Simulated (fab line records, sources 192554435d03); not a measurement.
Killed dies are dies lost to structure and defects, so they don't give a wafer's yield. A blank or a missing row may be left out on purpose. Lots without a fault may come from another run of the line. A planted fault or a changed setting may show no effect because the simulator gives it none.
A struck lot beside a sound one | flow n5_finfet | 15 steps out of a route of 1938
Sound: wafers L372.2, L372.3, L372.4. Struck: wafers L377.2, L377.3, L377.6. The cause comes at the end.
At each step with rows: each side's tool, then ch and its chambers, then its first start. Under that, the readings that differ: sound wafers | struck wafers | difference of the means | sigmas: that difference in standard deviations of wafers without a fault.
alike: readings whose means differ by less than 2 such deviations, and words and numbers that are the same on both sides. not compared: withheld readings, readings that some wafer has no value for, bounds like >300 that may hide the same value, and numbers for which the record gives no deviation and whose values overlap.
The two part at a step that has a row with sigmas, a row that says differs or no value, or rows on one side only. Numbers that don't overlap but have no deviation are shown without sigmas and don't part them. A reading that every wafer of one side lacks parts them only if that side has two wafers or more.

N5_BEOL_M6_OCD_MEAS_38:
  sound on ocd-01, day 11 13:41; struck on ocd-01, day 12 12:18
  alike: trench_depth_nm
then, 4 steps without rows for these wafers: N5_BEOL_M6_HM_STRIP_39 (strips TiN in peroxide tin strip, target depth 25 nm, time 158 s); N5_BEOL_M6_SRD_40 (time 30 s); N5_BEOL_M6_PRECLEAN_42 (cleans in residue remover, time 60 s); N5_BEOL_M6_SRD_43 (time 30 s).
N5_BEOL_M6_CD_MEAS_35: target cd 40 nm, target cd y 28 nm.
  sound on cd_sem-01, day 11 13:50; struck on cd_sem-03, day 12 12:33
  alike: cd_nm
N5_BEOL_M6_CURE_75: cures SiCOH lowk, time 120 s.
  sound on uv_cure-03 ch 0, day 11 13:56; struck on uv_cure-02 ch 2, day 12 12:38
  alike: lamp_power_pct, wafer_temp_C_max
N5_BEOL_M6_DEGAS_44: time 60 s.
  sound on pvd_sputter-03, day 11 14:28; struck on pvd_sputter-01, day 12 12:59
  alike: heater_power_w
N5_BEOL_M6_PRE_CLEAN_45: time 30 s.
  sound on pvd_sputter-03, day 11 14:31; struck on pvd_sputter-01, day 12 13:02
  alike: heater_power_w
N5_BEOL_M6_ALD_77: deposits TaN, target thk 2 nm, pulse time 2 s, purge time 3 s.
  sound on ald_metal-04 ch 0,1,2, day 11 14:34; struck on ald_metal-03 ch 0,3, day 12 13:05
  alike: heater_power_w
N5_BEOL_M6_SURFACE_TREAT_79:
  sound on pvd_sputter-01, day 11 14:52; struck on pvd_sputter-01, day 12 13:23
  not compared: pressure_mtorr, throttle_valve_pct
then, 1 step without rows for these wafers: N5_BEOL_M6_CVD_78 (deposits Co from CCTBA/H2, target thk 2 nm, time 142.3 s).
N5_BEOL_M6_SPUTTER_48: material Cu, target thk 10 nm, time 1.667 s.
  sound on pvd_sputter-03, day 11 15:03; struck on pvd_sputter-02, day 12 13:34
  reading                | sound             | struck            | difference | sigmas
  cathode_dc_power_W (W) | 26001 26000 26004 | 18034 18043 18036 | -7964      | -99 or more
  alike: throttle_valve_pct
then, 1 step without rows for these wafers: N5_BEOL_M6_ECD_50 (material Cu, target thk 300 nm).
-- the record jumps here: 4 days lie between the struck wafers' starts before and after (it left off in module BEOL_M6 and takes up again in module PASSIVATION, whose first step shown is number 1936 of the route) --
N5_PASSIVATION_PROBE_49:
  the record has rows for the struck wafers here (prober-02, day 16 03:04) and none for the sound ones

WHERE THEY PART
First at N5_BEOL_M6_SPUTTER_48; last, within this record, at N5_PASSIVATION_PROBE_49.

WHY: what the simulator had put in
Process parameter drift: pvd_sputter-02, from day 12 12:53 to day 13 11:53, at N5_BEOL_M6_SPUTTER_48. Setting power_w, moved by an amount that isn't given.
